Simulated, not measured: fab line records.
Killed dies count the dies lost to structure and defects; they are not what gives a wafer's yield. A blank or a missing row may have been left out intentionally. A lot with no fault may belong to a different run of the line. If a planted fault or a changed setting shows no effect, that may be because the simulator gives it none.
One fault seen from 3 desks -- flow n5-finfet -- only its own numbers are on each desk; what lay behind them is given at the end

THE DEFECT DESK
Per lot, the means of the sampled wafers with a number show what the inspections along the route counted. Any lot whose mean is over 4 standard deviations away from the usual mean is out of limits and marked OUT; that distance is given in the brackets.
Columns: A = raw-defect-count at N5_BEOL_M12_INSPECT_30, usual 2.3
lot,first seen here,A
L613,day 10 23:19,1.3
L616,day 11 22:42,1.7
L620,day 13 06:40,3.0
L627,day 14 09:39,3.0
L626,day 14 13:23,1.3
L625,day 14 16:29,2.0
L630,day 15 14:15,1.3
This desk's finding: nothing out of limits on any of the 7 lots.

AT THE TOOL OWNER'S DESK: rie-diel-04
The tool's own readings at N5_BEOL_M12_ETCH_68 (etches SOC in N2/H2, time 285 s): means of the sampled wafers that have a number, for each lot that ran on this tool. Any lot whose mean is over 4 standard deviations away from the usual mean is out of limits and marked OUT; that distance is given in the brackets.
Columns: A = bias-w at N5_BEOL_M12_ETCH_68, usual 349.8 W; B = drypump-motor-current-A at N5_BEOL_M12_ETCH_68, usual 5.8 A; C = oes-product-au at N5_BEOL_M12_ETCH_68, usual 0.79 a.u.; D = rf-vpp-V at N5_BEOL_M12_ETCH_68, usual 523.8 V; E = run-length-s at N5_BEOL_M12_ETCH_68, usual 308.3 s; F = showerhead-plenum-p-Torr at N5_BEOL_M12_ETCH_68, usual 2.53 Torr; G = throttle-valve-pct at N5_BEOL_M12_ETCH_68, usual 17.77 %
lot,first seen here,A,B,C,D,E,F,G
L613,day 10 23:31,350.5,5.7,0.84,524.8,308.6,2.57,17.70
L620,day 13 07:19,-,5.9,0.76,524.5,253.6 (-99 or more) OUT,2.54,17.73
L626,day 14 13:37,-,5.6,0.87,523.7,253.5 (-99 or more) OUT,2.54,17.53
L625,day 14 16:53,-,5.6,0.86,524.3,253.5 (-99 or more) OUT,2.54,17.54
Finding of this desk: L620, L625, L626 out of limits; the first was L620 at day 13 07:19, on run-length-s at N5_BEOL_M12_ETCH_68. L613 stayed within limits.

AT THE METROLOGY DESK
Means of the sampled wafers that have a number, per lot and without regard to the tool the lot ran on: this is what the gauges read. Any lot whose mean is over 4 standard deviations away from the usual mean is out of limits and marked OUT; that distance is given in the brackets.
Columns: A = cd-nm at N5_BEOL_M12_CD_MEAS_28, usual 159.6 nm; B = M12_OVL at N5_BEOL_M12_OVL_MEAS_29, usual -4 nm
lot,first seen here,A,B
L613,day 10 23:15,159.5,-8
L616,day 11 22:39,158.4,-2
L620,day 13 06:37,159.2,-8
L627,day 14 09:36,160.2,-6
L626,day 14 13:20,161.9,-4
L625,day 14 16:26,158.9,-2
L630,day 15 14:12,157.1,-11
This desk's finding: nothing out of limits on any of the 7 lots.

ALL TOGETHER
The tool owner's desk could have raised an alarm at day 13 07:19, on L620, L625, L626.
Nothing out of limits was seen by the defect desk.
Metrology desk: nothing out of limits seen.
The defect desk has L620, L625, L626 on record, within its limits.
The metrology desk has L620, L625, L626 on record, within its limits.
On rie-diel-04, each named lot ran N5_BEOL_M12_ETCH_68.

WHAT THE SIMULATOR HAD INSERTED
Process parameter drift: rie-diel-04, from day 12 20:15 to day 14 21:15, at N5_BEOL_M12_ETCH_68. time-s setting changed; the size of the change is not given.
Shown lots that were struck: L620, L625, L626.
Delay in hours, fault start to first out-of-limits reading, by desk: the tool owner's desk at 11.
